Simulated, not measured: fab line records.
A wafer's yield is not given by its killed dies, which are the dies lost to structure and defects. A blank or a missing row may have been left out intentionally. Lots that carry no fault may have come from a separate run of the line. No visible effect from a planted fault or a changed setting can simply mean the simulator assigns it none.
Matching of chambers / flow nandHarc / NHARC_P_M0_STRIP_18 on rieDiel-05 has 4 sister chambers
The step strips in N2/H2. 14 wafers are shown with their chamber, then 7 later ones without.

## EACH WAFER AND ITS CHAMBER
wafer=L079.3; chamber=0; drypumpMotorCurrentA (A)=5.4; showerheadPlenumPTorr (Torr)=1.91; oesProductAu (a.u.)=1.007
wafer=L079.4; chamber=3; drypumpMotorCurrentA (A)=6.4; showerheadPlenumPTorr (Torr)=1.92; oesProductAu (a.u.)=0.997
wafer=L079.6; chamber=1; drypumpMotorCurrentA (A)=5.0; showerheadPlenumPTorr (Torr)=1.89; oesProductAu (a.u.)=1.001
wafer=L084.2; chamber=3; drypumpMotorCurrentA (A)=6.4; showerheadPlenumPTorr (Torr)=1.92; oesProductAu (a.u.)=1.002
wafer=L084.3; chamber=2; drypumpMotorCurrentA (A)=6.3; showerheadPlenumPTorr (Torr)=1.91; oesProductAu (a.u.)=0.999
wafer=L084.6; chamber=0; drypumpMotorCurrentA (A)=5.4; showerheadPlenumPTorr (Torr)=1.90; oesProductAu (a.u.)=1.007
wafer=L087.1; chamber=2; drypumpMotorCurrentA (A)=6.4; showerheadPlenumPTorr (Torr)=1.91; oesProductAu (a.u.)=0.978
wafer=L087.2; chamber=0; drypumpMotorCurrentA (A)=5.4; showerheadPlenumPTorr (Torr)=1.90; oesProductAu (a.u.)=1.006
wafer=L087.5; chamber=0; drypumpMotorCurrentA (A)=5.4; showerheadPlenumPTorr (Torr)=1.90; oesProductAu (a.u.)=1.012
wafer=L089.3; chamber=3; drypumpMotorCurrentA (A)=6.4; showerheadPlenumPTorr (Torr)=1.91; oesProductAu (a.u.)=1.008
wafer=L089.4; chamber=2; drypumpMotorCurrentA (A)=6.4; showerheadPlenumPTorr (Torr)=1.91; oesProductAu (a.u.)=1.005
wafer=L089.5; chamber=3; drypumpMotorCurrentA (A)=6.4; showerheadPlenumPTorr (Torr)=1.91; oesProductAu (a.u.)=1.011
wafer=L091.3; chamber=2; drypumpMotorCurrentA (A)=6.4; showerheadPlenumPTorr (Torr)=1.90; oesProductAu (a.u.)=1.004
wafer=L091.5; chamber=3; drypumpMotorCurrentA (A)=6.4; showerheadPlenumPTorr (Torr)=1.91; oesProductAu (a.u.)=1.003

SIGNATURES (means of the wafers above)
reading=drypumpMotorCurrentA; chamber 0=5.400; chamber 1=5.000; chamber 2=6.375; chamber 3=6.400; scatter within a chamber=0.0274
reading=showerheadPlenumPTorr; chamber 0=1.9025; chamber 1=1.8900; chamber 2=1.9075; chamber 3=1.9140; scatter within a chamber=0.0052
reading=oesProductAu; chamber 0=1.00800; chamber 1=1.00100; chamber 2=0.99650; chamber 3=1.00420; scatter within a chamber=0.00786
Rule: a wafer lies at a distance from a chamber equal to the root of the sum of squares, over the readings, of (its reading less the chamber's mean, divided by the reading's scatter). The wafer belongs to the nearest chamber; if the next one is less than 2 further off, it can't be placed. The scatter: the root of (the sum of the squares of (reading less its chamber's mean) over the shown wafers, divided by (wafers less chambers)).

## WAFERS MISSING THEIR CHAMBER
wafer=L091.6; drypumpMotorCurrentA (A)=5.4; showerheadPlenumPTorr (Torr)=1.89; oesProductAu (a.u.)=1.011
wafer=L092.2; drypumpMotorCurrentA (A)=4.9; showerheadPlenumPTorr (Torr)=2.21; oesProductAu (a.u.)=1.002
wafer=L092.4; drypumpMotorCurrentA (A)=5.4; showerheadPlenumPTorr (Torr)=1.89; oesProductAu (a.u.)=1.017
wafer=L092.5; drypumpMotorCurrentA (A)=6.3; showerheadPlenumPTorr (Torr)=1.90; oesProductAu (a.u.)=1.000
wafer=L093.2; drypumpMotorCurrentA (A)=5.4; showerheadPlenumPTorr (Torr)=1.89; oesProductAu (a.u.)=1.021
wafer=L093.4; drypumpMotorCurrentA (A)=4.9; showerheadPlenumPTorr (Torr)=2.21; oesProductAu (a.u.)=1.004
wafer=L093.6; drypumpMotorCurrentA (A)=5.4; showerheadPlenumPTorr (Torr)=1.89; oesProductAu (a.u.)=1.017

## WHICH CHAMBER EACH ONE RAN IN
wafer=L091.6; from the rows above=0; in truth=0
wafer=L092.2; from the rows above=can't be placed: 1 or 0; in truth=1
wafer=L092.4; from the rows above=0; in truth=0
wafer=L092.5; from the rows above=can't be placed: 2 or 3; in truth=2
wafer=L093.2; from the rows above=0; in truth=0
wafer=L093.4; from the rows above=can't be placed: 1 or 0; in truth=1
wafer=L093.6; from the rows above=0; in truth=0
Correct placement for 4 of the 7. From these rows, 3 cannot be placed; in 3 the true chamber is one of the candidates. 0 placed wrongly.
